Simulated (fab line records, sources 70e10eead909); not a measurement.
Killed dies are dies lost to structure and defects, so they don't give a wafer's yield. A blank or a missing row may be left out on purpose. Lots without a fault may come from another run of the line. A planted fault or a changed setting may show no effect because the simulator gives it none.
A struck lot beside a sound one | flow nand_harc | 15 steps out of a route of 1159
Sound: wafers L742.2, L742.3, L742.6. Struck: wafers L752.1, L752.2, L752.5. The cause comes at the end.
At each step with rows: each side's tool, then ch and its chambers, then its first start. Under that, the readings that differ: sound wafers | struck wafers | difference of the means | sigmas: that difference in standard deviations of wafers without a fault.
alike: readings whose means differ by less than 2 such deviations, and words and numbers that are the same on both sides. not compared: withheld readings, readings that some wafer has no value for, bounds like >300 that may hide the same value, and numbers for which the record gives no deviation and whose values overlap.
The two part at a step that has a row with sigmas, a row that says differs or no value, or rows on one side only. Numbers that don't overlap but have no deviation are shown without sigmas and don't part them. A reading that every wafer of one side lacks parts them only if that side has two wafers or more.

first, 9 steps without rows for these wafers: NHARC_A_ZERO_WELL_DEHYDRATE_02 (time 120 s); NHARC_A_ZERO_WELL_HMDS_03 (time 30 s); NHARC_A_ZERO_WELL_COAT_18 (time 65 s); NHARC_A_ZERO_WELL_COAT_04 (resist thk 600 nm); NHARC_A_ZERO_WELL_SOFTBAKE_05 (time 70 s); NHARC_A_ZERO_WELL_EBR_06; NHARC_A_ZERO_WELL_EXPOSE_07 (exposes mask A ZERO); NHARC_A_ZERO_WELL_PEB_08 (peb time 80 s); NHARC_A_ZERO_WELL_DEVELOP_09 (time 50 s).
NHARC_A_ZERO_WELL_CD_MEAS_10: target cd 2000 nm.
  sound on cd_sem-01 ch 0, day 9 00:54; struck on cd_sem-02 ch 0, day 11 13:21
  alike: cd_nm
then, 1 step without rows for these wafers: NHARC_A_ZERO_WELL_HARDBAKE_11 (time 65 s).
NHARC_A_ZERO_WELL_DESCUM_12: chemistry O2, time 3 s.
  sound on rie_diel-05 ch 0,2, day 9 01:04; struck on rie_diel-05 ch 0,1,2, day 11 13:32
  alike: chamber_pressure_mTorr, drypump_motor_current_A, oes_product_au, rf_vpp_V, showerhead_plenum_p_Torr, throttle_valve_pct
  not compared: rf_hours_counter_h
NHARC_A_ZERO_WELL_ETCH_19: etches the open film in N2/H2, target depth 80 nm, overetch 24 nm, time 87.88 s.
  sound on rie_diel-05 ch 0,1, day 9 01:08; struck on rie_diel-05 ch 1,2,3, day 11 13:36
  no value came back on the struck wafers for any of 8 readings (bias_w (W), chamber_pressure_mTorr (mTorr) and others); on the sound wafers bias_w (W) reads 150.4 149.9 150.4
  not compared: rf_hours_counter_h
NHARC_A_ZERO_WELL_ETCH_13: etches the open film in HBr/Cl2, target depth 120 nm, time 40.1 s.
  sound on rie_si-02 ch 0,2, day 9 01:15; struck on rie_si-05 ch 0,2, day 11 13:43
  alike: bias_w, chamber_pressure_mTorr, drypump_motor_current_A, oes_product_au, throttle_valve_pct
  not compared: rf_hours_counter_h
-- the record jumps here: 13 days lie between the struck wafers' starts before and after (it left off in module A_ZERO_WELL and takes up again in module END, whose first step shown is number 1159 of the route) --
NHARC_END_SORT_01:
  the record has rows for the struck wafers here (prober-02 ch 0, day 24 05:44) and none for the sound ones

WHERE THEY PART
First at NHARC_A_ZERO_WELL_ETCH_19; last, within this record, at NHARC_END_SORT_01.

WHY: what the simulator had put in
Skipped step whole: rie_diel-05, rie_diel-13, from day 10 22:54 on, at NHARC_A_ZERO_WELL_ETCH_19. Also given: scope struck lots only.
